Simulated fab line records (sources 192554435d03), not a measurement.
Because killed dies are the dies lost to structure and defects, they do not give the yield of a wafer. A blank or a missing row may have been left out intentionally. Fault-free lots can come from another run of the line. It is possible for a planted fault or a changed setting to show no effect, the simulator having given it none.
Chamber matching | flow n5Finfet | N5_SDB_HM_OPEN_20 on rieDiel-03: 4 sister chambers
The step chemistry CH3F/O2, target SiNx, stops on poly-Si, target depth 24 nm. 14 wafers are shown with their chamber, then 6 later ones without.

## EACH WAFER AND ITS CHAMBER
wafer  | chamber | drypumpMotorCurrentA (A) | showerheadPlenumPTorr (Torr) | throttleValvePct (%)
L757.1 | 0       | 5.2                      | 2.03                         | 15.91
L757.3 | 2       | 5.0                      | 2.06                         | 16.52
L757.6 | 3       | 5.9                      | 1.95                         | 16.37
L760.1 | 0       | 5.2                      | 2.03                         | 15.93
L760.3 | 3       | 6.0                      | 1.95                         | 16.40
L760.4 | 2       | 5.0                      | 2.05                         | 16.55
L763.1 | 0       | 5.2                      | 2.03                         | 15.94
L763.3 | 3       | 5.9                      | 1.95                         | 16.40
L763.5 | 2       | 5.0                      | 2.05                         | 16.56
L765.2 | 0       | 5.2                      | 2.03                         | 15.94
L765.3 | 2       | 5.0                      | 2.05                         | 16.56
L765.5 | 2       | 5.0                      | 2.05                         | 16.58
L766.5 | 0       | 5.2                      | 2.02                         | 15.96
L766.6 | 1       | 5.4                      | 2.06                         | 16.31

SIGNATURES, as means of the wafers listed above
reading               | chamber 0 | chamber 1 | chamber 2 | chamber 3 | scatter within a chamber
drypumpMotorCurrentA  | 5.200     | 5.400     | 5.000     | 5.933     | 0.0258
showerheadPlenumPTorr | 2.0280    | 2.0600    | 2.0520    | 1.9500    | 0.004
throttleValvePct      | 15.9360   | 16.3100   | 16.5540   | 16.3900   | 0.0196
Rule: a wafer's distance from a chamber is the root of the sum, over the readings, of the square of ((its reading less the chamber's mean) divided by the reading's scatter). If the next closest chamber is less than 2 further off than the closest, the wafer can't be placed; otherwise it belongs to the closest. The scatter is the square root of a quotient: the sum, over the shown wafers, of each reading's squared deviation from its chamber's mean, divided by wafers minus chambers.

## WAFERS WHOSE CHAMBER IS MISSING
wafer  | drypumpMotorCurrentA (A) | showerheadPlenumPTorr (Torr) | throttleValvePct (%)
L768.2 | 5.0                      | 2.05                         | 16.60
L768.3 | 5.2                      | 2.02                         | 15.95
L768.5 | 5.5                      | 2.06                         | 16.30
L778.1 | 5.2                      | 2.02                         | 16.00
L778.2 | 5.5                      | 2.05                         | 16.34
L778.3 | 6.0                      | 1.94                         | 16.44

## THE CHAMBER EACH PASSED THROUGH
wafer  | from the rows above | in truth
L768.2 | 2                   | 2
L768.3 | 0                   | 0
L768.5 | 1                   | 1
L778.1 | 0                   | 0
L778.2 | 1                   | 1
L778.3 | 3                   | 3
Placed correctly: 6 of 6. Number that these rows cannot place: 0. Placed wrongly: 0.
